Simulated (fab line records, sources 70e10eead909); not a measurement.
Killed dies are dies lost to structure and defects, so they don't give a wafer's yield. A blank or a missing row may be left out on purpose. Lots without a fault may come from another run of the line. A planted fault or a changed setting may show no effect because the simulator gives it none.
Which tool did it? | flow nand_harc | 12 lots, 36 wafers sampled, at 6 steps of a route of 1302

WHAT THE GAUGES READ, wafer by wafer
NHARC_P_ZERO_WELL_CD_MEAS_37: target cd 720 nm.
lot  | measured     | on        | cd_nm (nm)
L249 | day 2 00:07  | cd_sem-02 | 721.1 720.1 720.5
L250 | day 2 09:58  | cd_sem-03 | 721.1 721.3 721.1
L251 | day 2 20:13  | cd_sem-01 | 721.7 722.7 722.3
L252 | day 3 06:10  | cd_sem-02 | 719.7 720.3 719.7
L253 | day 3 16:23  | cd_sem-01 | 718.0 716.1 717.4
L254 | day 4 02:04  | cd_sem-02 | 717.7 717.5 720.7
L255 | day 4 12:00  | cd_sem-01 | 718.9 718.4 718.2
L257 | day 5 08:19  | cd_sem-01 | 720.7 720.8 721.4
L261 | day 7 00:08  | cd_sem-03 | - - -
L266 | day 9 02:22  | cd_sem-01 | 721.2 720.9 719.2
L271 | day 11 04:14 | cd_sem-01 | 722.3 721.4 721.3
L272 | day 11 14:29 | cd_sem-02 | 720.9 722.3 721.7

NHARC_P_GATE_CD_MEAS_46: target cd 720 nm.
lot  | measured     | on        | cd_nm (nm)
L249 | day 5 12:52  | cd_sem-02 | 719.1 718.6 719.8
L250 | day 5 21:20  | cd_sem-03 | 722.2 721.2 719.5
L251 | day 6 10:10  | cd_sem-03 | 719.9 720.4 720.1
L252 | day 7 01:07  | cd_sem-03 | 721.1 720.8 719.7
L253 | day 7 01:32  | cd_sem-02 | 717.3 718.5 718.9
L254 | day 7 10:39  | cd_sem-03 | 722.8 722.8 722.4
L255 | day 8 03:03  | cd_sem-02 | 720.1 721.5 719.3
L257 | day 9 02:59  | cd_sem-02 | 720.3 722.2 721.0
L266 | day 12 09:46 | cd_sem-01 | 722.0 722.1 722.1
L271 | day 14 18:01 | cd_sem-01 | 720.4 719.1 718.8
L272 | day 15 08:23 | cd_sem-02 | 721.8 720.2 722.0

NHARC_END_SORT_01.
lot  | measured     | on        | killed_at_array | killed_at_other | killed_at_periphery | killed_dies | killed_open | killed_short
L261 | day 31 16:52 | prober-02 | 52 66 60        | 1 0 0           | 624 611 617         | 677 677 677 | 6 3 6       | 2 3 1

WHICH TOOL RAN EACH LOT (tool, then ch and the chambers of the sampled wafers, then the start)
lot  | NHARC_P_ZERO_WELL_ETCH_63        | NHARC_P_ZERO_WELL_EXPOSE_34       | NHARC_P_GATE_STRIP_111
L249 | rie_si-02 ch 0,1,3, day 1 21:40  | krf_scanner-01 ch 0, day 1 23:57  | plasma_asher-01 ch 0,1, day 5 13:25
L250 | rie_si-04 ch 1,2, day 2 07:32    | krf_scanner-03 ch 0, day 2 09:49  | plasma_asher-01 ch 0,1, day 5 21:55
L251 | rie_si-02 ch 0,1,3, day 2 17:42  | krf_scanner-01 ch 0, day 2 20:04  | plasma_asher-01 ch 0,1, day 6 10:41
L252 | rie_si-01 ch 2,3, day 3 03:41    | krf_scanner-01 ch 0, day 3 06:01  | plasma_asher-01 ch 0,1, day 7 01:44
L253 | rie_si-02 ch 1,2,3, day 3 13:50  | krf_scanner-03 ch 0, day 3 16:14  | plasma_asher-02 ch 0,1, day 7 02:11
L254 | rie_si-02 ch 0,1,3, day 3 23:40  | krf_scanner-03 ch 0, day 4 01:55  | plasma_asher-01 ch 0,1, day 7 11:24
L255 | rie_si-02 ch 2,3, day 4 09:34    | krf_scanner-01 ch 0, day 4 11:50  | plasma_asher-02 ch 0, day 8 03:49
L257 | rie_si-01 ch 0,2,3, day 5 05:41  | krf_scanner-02 ch 0, day 5 08:10  | plasma_asher-02 ch 0,1, day 9 03:31
L261 | rie_si-04 ch 1,2, day 6 21:33    | krf_scanner-03 ch 0, day 6 23:59  | -
L266 | rie_si-04 ch 1,2,3, day 8 23:44  | krf_scanner-02 ch 0, day 9 02:13  | plasma_asher-01 ch 0,1, day 12 10:19
L271 | rie_si-01 ch 0,3, day 11 01:40   | krf_scanner-02 ch 0, day 11 04:05 | plasma_asher-01 ch 0,1, day 14 18:38
L272 | rie_si-01 ch 0,1,3, day 11 12:04 | krf_scanner-01 ch 0, day 11 14:20 | plasma_asher-02 ch 0,1, day 15 09:22
- NHARC_P_ZERO_WELL_ETCH_63: etches the open film in HBr/Cl2, target depth 120 nm, time 40.1 s.
- NHARC_P_ZERO_WELL_EXPOSE_34: exposes mask P PWELL, target cd 720 nm.
- NHARC_P_GATE_STRIP_111: strips in N2/H2, time 250 s.

WHAT THE TOOLS THEMSELVES READ (means of the sampled wafers that have a number; where no wafer has one, the mark that the record gives instead)
NHARC_P_ZERO_WELL_ETCH_63.
lot  | tool      | drypump_motor_current_A (A) | he_backside_leak_sccm (sccm) | oes_product_au (a.u.) | throttle_valve_pct (%)
L249 | rie_si-02 | 6.3                         | 2.73                         | 0.997                 | 26.405
L250 | rie_si-04 | 6.2                         | 2.89                         | 1.005                 | 26.411
L251 | rie_si-02 | 6.3                         | 2.70                         | 0.997                 | 26.404
L252 | rie_si-01 | 6.1                         | 2.73                         | 0.992                 | 26.405
L253 | rie_si-02 | 6.1                         | 2.56                         | 0.993                 | 26.409
L254 | rie_si-02 | 6.3                         | 2.70                         | 0.998                 | 26.405
L255 | rie_si-02 | 6.0                         | 2.32                         | 0.991                 | 26.405
L257 | rie_si-01 | 5.7                         | 2.76                         | 1.005                 | 26.413
L261 | rie_si-04 | 6.3                         | 2.76                         | 0.998                 | 26.403
L266 | rie_si-04 | 6.2                         | 2.81                         | 1.000                 | 26.413
L271 | rie_si-01 | 5.2                         | 2.93                         | 1.004                 | 26.400
L272 | rie_si-01 | 5.4                         | 2.88                         | 0.994                 | 26.403

NHARC_P_ZERO_WELL_EXPOSE_34.
lot  | tool           | exposure_dose_mJ_cm2
L249 | krf_scanner-01 | 22.334
L250 | krf_scanner-03 | 22.313
L251 | krf_scanner-01 | 22.300
L252 | krf_scanner-01 | 22.310
L253 | krf_scanner-03 | 22.317
L254 | krf_scanner-03 | 22.314
L255 | krf_scanner-01 | 22.335
L257 | krf_scanner-02 | 22.334
L261 | krf_scanner-03 | 22.277
L266 | krf_scanner-02 | 22.296
L271 | krf_scanner-02 | 22.348
L272 | krf_scanner-01 | 22.308

NHARC_P_GATE_STRIP_111.
lot  | tool            | drypump_motor_current_A (A) | heater_power_w (W)
L249 | plasma_asher-01 | 5.8                         | 93
L250 | plasma_asher-01 | 5.5                         | 90
L251 | plasma_asher-01 | 5.5                         | 89
L252 | plasma_asher-01 | 5.5                         | 90
L253 | plasma_asher-02 | 5.8                         | 73
L254 | plasma_asher-01 | 5.9                         | 91
L255 | plasma_asher-02 | 6.2                         | 69
L257 | plasma_asher-02 | 5.8                         | 73
L266 | plasma_asher-01 | 5.5                         | 92
L271 | plasma_asher-01 | 5.9                         | 94
L272 | plasma_asher-02 | 5.8                         | 77

THE ANSWER, worked out from the rows above alone
Rule: what is usual is taken from the lots themselves. Put in order of their means at a reading, lots are off if they are a third of the lots or fewer, leave a main group of 4 or more, and stand apart from it by a gap of 3 or more times the standard deviation of the main group's means; of several such gaps the widest counts. A main group whose means are all the same, to the digits that the tables above print for the reading, isn't used. A lot without any number at a reading at which 4 lots or more have one is off too. The other lots that the step has rows for count as sound. The gauges are gone through in route order, then the tools' own readings, and for those a lot's mean is taken as printed above. The first step at which some lot is off is used, and at that step the reading that is off furthest; a lot without a number counts as furthest.
Off: L261, at NHARC_P_ZERO_WELL_CD_MEAS_37 (cd_nm). Without a number there: L261. The main group: mean 720.3 nm, standard deviation 1.5.
A tool fits if, at a process step before that reading, it ran every lot that is off, and no sound lot after the first of them. The gauges at NHARC_P_ZERO_WELL_CD_MEAS_37 are tried like those tools. Can't be told from this: 2 tools fit, krf_scanner-03 at NHARC_P_ZERO_WELL_EXPOSE_34, cd_sem-03 at NHARC_P_ZERO_WELL_CD_MEAS_37.

WHAT THE SIMULATOR HAD PUT IN
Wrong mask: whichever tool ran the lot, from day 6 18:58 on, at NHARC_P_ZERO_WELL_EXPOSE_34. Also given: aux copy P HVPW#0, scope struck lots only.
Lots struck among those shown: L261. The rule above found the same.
